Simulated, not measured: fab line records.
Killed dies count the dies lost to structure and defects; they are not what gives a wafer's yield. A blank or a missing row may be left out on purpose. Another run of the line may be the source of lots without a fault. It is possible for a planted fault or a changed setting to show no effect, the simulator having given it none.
Split-lot experiment | flow n5-finfet | on a route of 1938 steps: 7 lots, 21 wafers read

== THE SPLIT ITSELF ==
At N5_GATE_CUT_EXPOSE_10 (exposes mask GATE CUT, target cd 20 nm), the setting dose-mj was moved away from the recipe's 43.25 on 9 of the 21 wafers read, by -6.6% to +3.8%. This setting was run at the recipe's value on the other wafers.

== FROM THE SPLIT TO THE READING: what the file shows between them, 2 steps ==
- N5_GATE_CUT_PEB_11: peb time 60 s
- N5_GATE_CUT_DEVELOP_12: develop time 30 s

== THE READING ==
Shown in nm: cd-nm at N5_GATE_CUT_CD_MEAS_13, with target cd 20 nm. Typical for fault-free wafers on this fab line: 20.02 nm, with standard deviation 0.28 nm.

wafer  | tool, chamber at the split | dose-mj as run | against the recipe | cd-nm, nm | against lot-mates on the recipe
L076.1 | euv-scanner-02, 0          | 41.74          | -3.5%              | 19.33     | -0.71
L076.3 | euv-scanner-02, 0          | 41.74          | -3.5%              | 19.52     | -0.52
L076.5 | euv-scanner-02, 0          | 43.25          | recipe             | 20.04     | -
L078.4 | euv-scanner-02, 0          | 43.25          | recipe             | 19.54     | -
L078.5 | euv-scanner-02, 0          | 43.25          | recipe             | 20.24     | -
L078.6 | euv-scanner-02, 0          | 43.25          | recipe             | 19.69     | -
L080.2 | euv-scanner-02, 0          | 40.39          | -6.6%              | 18.15     | -1.59
L080.4 | euv-scanner-02, 0          | 40.39          | -6.6%              | 18.02     | -1.72
L080.6 | euv-scanner-02, 0          | 43.25          | recipe             | 19.74     | -
L081.4 | euv-scanner-01, 0          | 43.25          | recipe             | 19.52     | -
L081.5 | euv-scanner-01, 0          | 44.88          | +3.8%              | 20.32     | +0.71
L081.6 | euv-scanner-01, 0          | 43.25          | recipe             | 19.70     | -
L084.1 | euv-scanner-01, 0          | 44.5           | +2.9%              | 20.85     | +0.78
L084.4 | euv-scanner-01, 0          | 43.25          | recipe             | 20.13     | -
L084.6 | euv-scanner-01, 0          | 43.25          | recipe             | 20.01     | -
L086.2 | euv-scanner-02, 0          | 43.25          | recipe             | 19.65     | -
L086.5 | euv-scanner-02, 0          | 43.25          | recipe             | 19.68     | -
L086.6 | euv-scanner-02, 0          | 44.34          | +2.5%              | 20.70     | +1.04
L092.2 | euv-scanner-01, 0          | 41.57          | -3.9%              | 18.98     | -1.21
L092.3 | euv-scanner-01, 0          | 41.57          | -3.9%              | 18.98     | -1.21
L092.4 | euv-scanner-01, 0          | 43.25          | recipe             | 20.19     | -

FIT RESULTS
A straight line over all 21 wafers: cd-nm changes by +0.236 nm for each +1% of dose-mj; r = +0.92; the points scatter about the line by 0.28 nm.
The same after taking each lot's own level away (the mean of its wafers on the recipe; 21 wafers): +0.254 nm for each +1%; r = +0.96; scatter 0.2 nm.
According to that fit, moving dose-mj by its largest amount changes the reading by 1.7 nm.
The span of the lots' own levels, 19.610 to 20.190 nm, comes to 2.1 times the standard deviation stated above.
The two slopes agree, so the slope changes little with the lot-to-lot level.
Check: for one of the wafers moved furthest among these (-6.6%), held out of the fit, the line's prediction against its lot-mates is -1.69 nm. Against them it came out at -1.59 nm.

== OTHER SPLITS APPLIED TO THESE WAFERS ==
Other splits were also applied to these wafers ahead of the reading. Each is held against what the fit with the lots' levels taken away leaves over:
other split on the same wafers | wafers away from the commonest value | r with cd-nm (lot level and that fit taken away)
N5_SD_EPI_P_EPI_21 temp-c      | 9                                    | -0.13
N5_SDB_COAT_05 spin-rpm        | 6                                    | +0.38
N5_HKMG_FIN_EXPOSE_46 dose-mj  | 9                                    | -0.26

== THE WHOLE CHAIN: every reading that the file lists as answering this split, in the file's order ==
step                   | what it does                                                | reading                                                         | change (the file's fit)               | r (the file's)
N5_GATE_CUT_CD_MEAS_13 | target cd 20 nm                                             | cd-nm                                                           | +0.254 nm for each +1% of the setting | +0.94
N5_GATE_CUT_DESCUM_18  | chemistry O2, time 7 s                                      | GATE_CUT.cd-nm (the simulator's own value, which no gauge read) | +0.242 nm for each +1% of the setting | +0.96
N5_GATE_CUT_ETCH_28    | etches underlayer in N2/H2, target depth 13 nm, time 10.4 s | GATE_CUT.cd-nm (the simulator's own value, which no gauge read) | +0.25 nm for each +1% of the setting  | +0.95

== FILE'S OWN FIT ==
cd-nm changes by +0.254 nm for each +1% of dose-mj, r = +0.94.
